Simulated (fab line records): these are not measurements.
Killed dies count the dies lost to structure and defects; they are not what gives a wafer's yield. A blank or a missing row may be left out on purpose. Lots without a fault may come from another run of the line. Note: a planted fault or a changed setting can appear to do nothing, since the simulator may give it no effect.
Split-lot study :: flow n5Finfet :: 21 wafers read from 7 lots, route of 1938 steps

THE SPLIT ITSELF
At N5_HKMG_FIN_COAT_41 (time 60 s, resist thk 300 nm), the setting spinRpm was moved away from the recipe's 1500 rpm on 4 of the 21 wafers read, by -8.1% to +10.0%. The other wafers ran this setting at the recipe's value.

FROM THE SPLIT TO THE READING: what the file shows between them, 5 steps
- N5_HKMG_FIN_ETCH_54: etches SiARC in CF4, target depth 45.5 nm, time 75.8 s (also split here: cf4FlowSccm)
- N5_HKMG_FIN_ETCH_55: etches SOC in N2/H2, target depth 240 nm, time 300 s
- N5_HKMG_FIN_STRIP_56: strips in N2/H2
- N5_HKMG_FIN_STRIP_57: strips in CF4
- N5_HKMG_FIN_ETCH_58: etches SOC in N2/H2, target depth 215.8 nm, time 741 s

THE READING
SOC_of_HKMG_FIN_COAT_41.thkNm (the simulator's own value, which no gauge read), in nm, at N5_HKMG_FIN_STRIP_93 (strips SOC in N2/H2, time 20 s). No usual value for it is given in the file. Across the 17 wafers here that went through the recipe, the average is 74.0 nm and the standard deviation 3.6 nm.

wafer: L074.1
tool, chamber at the split: lithoTrack-05, 0
spinRpm as run, rpm: 1500
against the recipe: recipe
SOC_of_HKMG_FIN_COAT_41.thkNm, nm: 76.2
against lot-mates on the recipe: -

wafer: L074.3
tool, chamber at the split: lithoTrack-05, 0
spinRpm as run, rpm: 1500
against the recipe: recipe
SOC_of_HKMG_FIN_COAT_41.thkNm, nm: 75
against lot-mates on the recipe: -

wafer: L074.5
tool, chamber at the split: lithoTrack-05, 0
spinRpm as run, rpm: 1500
against the recipe: recipe
SOC_of_HKMG_FIN_COAT_41.thkNm, nm: 77.8
against lot-mates on the recipe: -

wafer: L083.2
tool, chamber at the split: lithoTrack-01, 0
spinRpm as run, rpm: 1500
against the recipe: recipe
SOC_of_HKMG_FIN_COAT_41.thkNm, nm: 66.4
against lot-mates on the recipe: -

wafer: L083.4
tool, chamber at the split: lithoTrack-01, 0
spinRpm as run, rpm: 1379
against the recipe: -8.1%
SOC_of_HKMG_FIN_COAT_41.thkNm, nm: 81
against lot-mates on the recipe: +14.6

wafer: L083.5
tool, chamber at the split: lithoTrack-01, 0
spinRpm as run, rpm: 1379
against the recipe: -8.1%
SOC_of_HKMG_FIN_COAT_41.thkNm, nm: 75
against lot-mates on the recipe: +8.6

wafer: L086.4
tool, chamber at the split: lithoTrack-01, 0
spinRpm as run, rpm: 1500
against the recipe: recipe
SOC_of_HKMG_FIN_COAT_41.thkNm, nm: 72.2
against lot-mates on the recipe: -

wafer: L086.5
tool, chamber at the split: lithoTrack-01, 0
spinRpm as run, rpm: 1650
against the recipe: +10.0%
SOC_of_HKMG_FIN_COAT_41.thkNm, nm: 59.2
against lot-mates on the recipe: -13.2

wafer: L086.6
tool, chamber at the split: lithoTrack-01, 0
spinRpm as run, rpm: 1500
against the recipe: recipe
SOC_of_HKMG_FIN_COAT_41.thkNm, nm: 72.6
against lot-mates on the recipe: -

wafer: L087.2
tool, chamber at the split: lithoTrack-02, 0
spinRpm as run, rpm: 1500
against the recipe: recipe
SOC_of_HKMG_FIN_COAT_41.thkNm, nm: 75
against lot-mates on the recipe: -

wafer: L087.3
tool, chamber at the split: lithoTrack-02, 0
spinRpm as run, rpm: 1500
against the recipe: recipe
SOC_of_HKMG_FIN_COAT_41.thkNm, nm: 78.8
against lot-mates on the recipe: -

wafer: L087.5
tool, chamber at the split: lithoTrack-02, 0
spinRpm as run, rpm: 1500
against the recipe: recipe
SOC_of_HKMG_FIN_COAT_41.thkNm, nm: 79.2
against lot-mates on the recipe: -

wafer: L091.1
tool, chamber at the split: lithoTrack-05, 0
spinRpm as run, rpm: 1404
against the recipe: -6.4%
SOC_of_HKMG_FIN_COAT_41.thkNm, nm: 84.4
against lot-mates on the recipe: +14.5

wafer: L091.3
tool, chamber at the split: lithoTrack-05, 0
spinRpm as run, rpm: 1500
against the recipe: recipe
SOC_of_HKMG_FIN_COAT_41.thkNm, nm: 71
against lot-mates on the recipe: -

wafer: L091.4
tool, chamber at the split: lithoTrack-05, 0
spinRpm as run, rpm: 1500
against the recipe: recipe
SOC_of_HKMG_FIN_COAT_41.thkNm, nm: 68.8
against lot-mates on the recipe: -

wafer: L093.2
tool, chamber at the split: lithoTrack-01, 0
spinRpm as run, rpm: 1500
against the recipe: recipe
SOC_of_HKMG_FIN_COAT_41.thkNm, nm: 74.6
against lot-mates on the recipe: -

wafer: L093.5
tool, chamber at the split: lithoTrack-01, 0
spinRpm as run, rpm: 1500
against the recipe: recipe
SOC_of_HKMG_FIN_COAT_41.thkNm, nm: 71
against lot-mates on the recipe: -

wafer: L093.6
tool, chamber at the split: lithoTrack-01, 0
spinRpm as run, rpm: 1500
against the recipe: recipe
SOC_of_HKMG_FIN_COAT_41.thkNm, nm: 77.2
against lot-mates on the recipe: -

wafer: L097.1
tool, chamber at the split: lithoTrack-02, 0
spinRpm as run, rpm: 1500
against the recipe: recipe
SOC_of_HKMG_FIN_COAT_41.thkNm, nm: 77.6
against lot-mates on the recipe: -

wafer: L097.2
tool, chamber at the split: lithoTrack-02, 0
spinRpm as run, rpm: 1500
against the recipe: recipe
SOC_of_HKMG_FIN_COAT_41.thkNm, nm: 70.6
against lot-mates on the recipe: -

wafer: L097.6
tool, chamber at the split: lithoTrack-02, 0
spinRpm as run, rpm: 1500
against the recipe: recipe
SOC_of_HKMG_FIN_COAT_41.thkNm, nm: 74.4
against lot-mates on the recipe: -

THE FIT
A straight line over all 21 wafers: SOC_of_HKMG_FIN_COAT_41.thkNm changes by -1.05 nm for each +1% of spinRpm; r = -0.70; the points scatter about the line by 4 nm.
The same after taking each lot's own level away (the mean of its wafers on the recipe; 21 wafers): -1.51 nm for each +1%; r = -0.92; scatter 2.4 nm.
The reading moves by 15 nm for the largest change in spinRpm, on that fit.
The span of the lots' own levels, 66.40 to 77.67 nm, comes to 3.2 times the standard deviation stated above.
So the lot-to-lot level blurs the effect unless lot-mates are compared.
Check: with one of the wafers moved furthest among these (+10.0%) left out of the fit, the line predicts -16.2 nm for it against its lot-mates. Against them it came out at -13.2 nm.

ADDITIONAL SPLITS CARRIED BY THESE WAFERS
Other splits were also applied to these wafers ahead of the reading. Each is held against what the fit with the lots' levels taken away leaves over:
other split on the same wafers: N5_SD_ACTIVATION_LSA_01 tempC
wafers away from the commonest value: 6
r with SOC_of_HKMG_FIN_COAT_41.thkNm (lot level and that fit taken away): +0.32

other split on the same wafers: N5_HKMG_FIN_ETCH_54 cf4FlowSccm
wafers away from the commonest value: 3
r with SOC_of_HKMG_FIN_COAT_41.thkNm (lot level and that fit taken away): -0.01

THE WHOLE CHAIN: every reading that the file lists as answering this split, in the file's order
step: N5_HKMG_FIN_COAT_41
what it does: time 60 s, resist thk 300 nm
reading: SOC_of_HKMG_FIN_COAT_41.thkNm (the simulator's own value, which no gauge read)
change (the file's fit): -1.47 nm for each +1% of the setting
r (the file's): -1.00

step: N5_HKMG_FIN_STRIP_93
what it does: strips SOC in N2/H2, time 20 s
reading: SOC_of_HKMG_FIN_COAT_41.thkNm (the simulator's own value, which no gauge read)
change (the file's fit): -1.55 nm for each +1% of the setting
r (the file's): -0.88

THE FILE'S OWN FIT
SOC_of_HKMG_FIN_COAT_41.thkNm changes by -1.55 nm for each +1% of spinRpm, r = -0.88.
